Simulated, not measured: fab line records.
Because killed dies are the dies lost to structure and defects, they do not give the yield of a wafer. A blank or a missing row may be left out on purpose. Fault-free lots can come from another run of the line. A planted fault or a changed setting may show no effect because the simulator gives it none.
Which of the tools did it? :: flow n5-finfet :: 7 lots, 21 wafers sampled, at 4 steps of a route of 1938

WHAT EACH GAUGE READ, for each wafer
N5_BEOL_M13_THK_MEAS_50: measures by xrf.
lot: L130
measured: day 11 09:35
on: film-metro-02
M13_THK (nm): 425 422 438

lot: L132
measured: day 11 12:50
on: film-metro-01
M13_THK (nm): 429 425 429

lot: L134
measured: day 12 18:58
on: film-metro-01
M13_THK (nm): 417 419 419

lot: L146
measured: day 15 10:53
on: film-metro-02
M13_THK (nm): 356 433 422

lot: L145
measured: day 15 12:27
on: film-metro-02
M13_THK (nm): 351 424 424

lot: L149
measured: day 16 05:47
on: film-metro-02
M13_THK (nm): 425 413 418

lot: L151
measured: day 16 17:34
on: film-metro-01
M13_THK (nm): 424 424 421

WHICH TOOL RAN EACH LOT (tool, then ch and the chambers of the sampled wafers, then the start)
lot: L130
N5_BEOL_M13_ILD_DEP_00: pecvd-03 ch 0,1, day 11 04:34
N5_BEOL_M13_ETCH_68: rie-diel-03 ch 0,1,2, day 11 06:25
N5_BEOL_M13_ECD_47: ecd-cu-02 ch 0,1, day 11 08:31

lot: L132
N5_BEOL_M13_ILD_DEP_00: pecvd-01 ch 0,2, day 11 08:04
N5_BEOL_M13_ETCH_68: rie-diel-01 ch 1,2,3, day 11 10:22
N5_BEOL_M13_ECD_47: ecd-cu-02 ch 0,1, day 11 12:07

lot: L134
N5_BEOL_M13_ILD_DEP_00: pecvd-03 ch 1,2, day 12 13:49
N5_BEOL_M13_ETCH_68: rie-diel-04 ch 0,1, day 12 15:29
N5_BEOL_M13_ECD_47: ecd-cu-02 ch 0,1, day 12 18:15

lot: L146
N5_BEOL_M13_ILD_DEP_00: pecvd-01 ch 0,1,2, day 15 06:32
N5_BEOL_M13_ETCH_68: rie-diel-03 ch 0,2,3, day 15 08:29
N5_BEOL_M13_ECD_47: ecd-cu-02 ch 0,1, day 15 09:52

lot: L145
N5_BEOL_M13_ILD_DEP_00: pecvd-02 ch 0,1,2, day 15 06:49
N5_BEOL_M13_ETCH_68: rie-diel-01 ch 0,1,2, day 15 08:51
N5_BEOL_M13_ECD_47: ecd-cu-02 ch 1, day 15 11:42

lot: L149
N5_BEOL_M13_ILD_DEP_00: pecvd-02 ch 0,1, day 16 00:36
N5_BEOL_M13_ETCH_68: rie-diel-04 ch 1,2,3, day 16 02:40
N5_BEOL_M13_ECD_47: ecd-cu-01 ch 0,1, day 16 05:02

lot: L151
N5_BEOL_M13_ILD_DEP_00: pecvd-02 ch 0,1,2, day 16 11:47
N5_BEOL_M13_ETCH_68: rie-diel-04 ch 0,1,3, day 16 14:02
N5_BEOL_M13_ECD_47: ecd-cu-01 ch 0,1, day 16 16:43
- N5_BEOL_M13_ILD_DEP_00: deposits SiOC from DEMS/O2, target thk 837.92 nm, time 166.4 s.
- N5_BEOL_M13_ETCH_68: etches SOC in N2/H2, time 355 s.
- N5_BEOL_M13_ECD_47: material Cu, target thk 936 nm.

THE ANSWER, worked out from the rows above alone
Rule: usual is defined by the lots themselves. Put in order of their means at a reading, lots are off if they are a third of the lots or fewer, leave a main group of 4 or more, and stand apart from it by a gap of 3 or more times the standard deviation of the main group's means; of several such gaps the widest counts. Not used: any main group whose means are identical at the precision the tables above print for the reading. A lot without any number at a reading at which 4 lots or more have one is off too. The other lots that the step has rows for count as sound.
Off: at N5_BEOL_M13_THK_MEAS_50 (M13_THK), L146, L145. Mean 423 nm and standard deviation 4.3 in the main group.
A tool fits if, at a process step before that reading, it ran every lot that is off, and no sound lot after the first of them. Those tools and the gauges at N5_BEOL_M13_THK_MEAS_50 are tried in the same way. One fits: ecd-cu-02 at N5_BEOL_M13_ECD_47. A fault onset in the window from L134 (day 12 18:15, its last sound lot) to L146 (day 15 09:52, its first lot off) fits.

WHAT HAD BEEN PUT IN BY THE SIMULATOR
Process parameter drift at N5_BEOL_M13_ECD_47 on ecd-cu-02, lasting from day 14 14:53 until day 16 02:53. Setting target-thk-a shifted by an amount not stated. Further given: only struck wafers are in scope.
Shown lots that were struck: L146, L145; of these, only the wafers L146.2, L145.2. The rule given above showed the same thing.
